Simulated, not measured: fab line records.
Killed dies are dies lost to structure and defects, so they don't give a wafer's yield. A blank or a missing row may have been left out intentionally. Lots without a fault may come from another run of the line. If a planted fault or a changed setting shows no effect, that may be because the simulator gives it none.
Shared-tool check | flow nand harc | 2 lots, 6 wafers sampled

## WHY THIS WAS OPENED
On 2 of the 2 lots, a flag is raised at NHARC_END_SORT_01 on the reading killed at array. Wafers without a fault read 29, standard deviation 10.
Rule: a lot is flagged in two cases, either no wafer of it has a number, or all its wafers with numbers fall more than 4 standard deviations from that mean. As for the other lots, they are considered sound.

lot  | measured     | on        | killed at array, wafer by wafer | flag
L856 | day 21 18:05 | prober-02 | 115 117 111                     | FLAGGED
L853 | day 21 18:52 | prober-01 | 113 124 130                     | FLAGGED
Average over the flagged lots: 118; offset from the usual +89, equal to +9 standard deviations.

## TOOL THAT RAN EACH LOT
4 process steps preceding the reading are held in the record, out of 1159 steps in the route. Each cell gives the tool, then ch followed by the chambers the sampled wafers passed through, then the start.
lot  | flag    | NHARC_A_SGD_CUT_ETCH_15            | NHARC_THIN_TSV_DEP_43           | NHARC_THIN_TSV_ETCH_15           | NHARC_THIN_TSV_STRIP_62
L856 | FLAGGED | rie diel-07 ch 0,2,3, day 16 07:05 | pecvd-04 ch 0,1,2, day 21 00:38 | rie si-03 ch 0,1,3, day 21 02:16 | plasma asher-01 ch 0,1, day 21 04:14
L853 | FLAGGED | rie diel-07 ch 0,1,2, day 16 01:48 | pecvd-02 ch 0,2, day 21 02:06   | rie si-03 ch 1,2,3, day 21 03:45 | plasma asher-02 ch 0,1, day 21 05:44
What is done by these steps:
- NHARC_A_SGD_CUT_ETCH_15: etches the open film in CH3F/O2, target depth 75 nm, time 64.3 s.
- NHARC_THIN_TSV_DEP_43: deposits SiO2, target thk 1328.5 nm.
- NHARC_THIN_TSV_ETCH_15: target depth 3000 nm, bosch target overetch cycles 2, bosch etch step 2.8 s.
- NHARC_THIN_TSV_STRIP_62: strips in N2/H2, time 20 s.
- NHARC_END_SORT_01

## FLAGGED AGAINST TOTAL, ONE TOOL AT A TIME (gauges that did the reading follow at the end)
step                    | tool            | lots run | flagged | share of the flagged lots | sound lots run after its first flagged lot
NHARC_A_SGD_CUT_ETCH_15 | rie diel-07     | 2        | 2       | all                       | 0
NHARC_THIN_TSV_DEP_43   | pecvd-02        | 1        | 1       | some                      | 0
NHARC_THIN_TSV_DEP_43   | pecvd-04        | 1        | 1       | some                      | 0
NHARC_THIN_TSV_ETCH_15  | rie si-03       | 2        | 2       | all                       | 0
NHARC_THIN_TSV_STRIP_62 | plasma asher-01 | 1        | 1       | some                      | 0
NHARC_THIN_TSV_STRIP_62 | plasma asher-02 | 1        | 1       | some                      | 0
NHARC_END_SORT_01       | prober-01       | 1        | 1       | some                      | 0
NHARC_END_SORT_01       | prober-02       | 1        | 1       | some                      | 0

## WHAT IS ALLOWED BY THE TABLE
In 2 table rows, all flagged lots were run: rie diel-07 (NHARC_A_SGD_CUT_ETCH_15), rie si-03 (NHARC_THIN_TSV_ETCH_15).
- rie diel-07 at NHARC_A_SGD_CUT_ETCH_15 ran 2 lots, 2 of them flagged. With no sound lot run before its first flagged lot in this sample, there is nothing to narrow down the start.
- rie si-03 at NHARC_THIN_TSV_ETCH_15 ran 2 lots, 2 of them flagged. With no sound lot run before its first flagged lot in this sample, there is nothing to narrow down the start.
These 2 tools cannot be told apart by counting lots, since each of them fits a fault that started at some hour. More lots, or a look at what each step does to the wafer, might.

## WHAT THE SIMULATOR PUT IN
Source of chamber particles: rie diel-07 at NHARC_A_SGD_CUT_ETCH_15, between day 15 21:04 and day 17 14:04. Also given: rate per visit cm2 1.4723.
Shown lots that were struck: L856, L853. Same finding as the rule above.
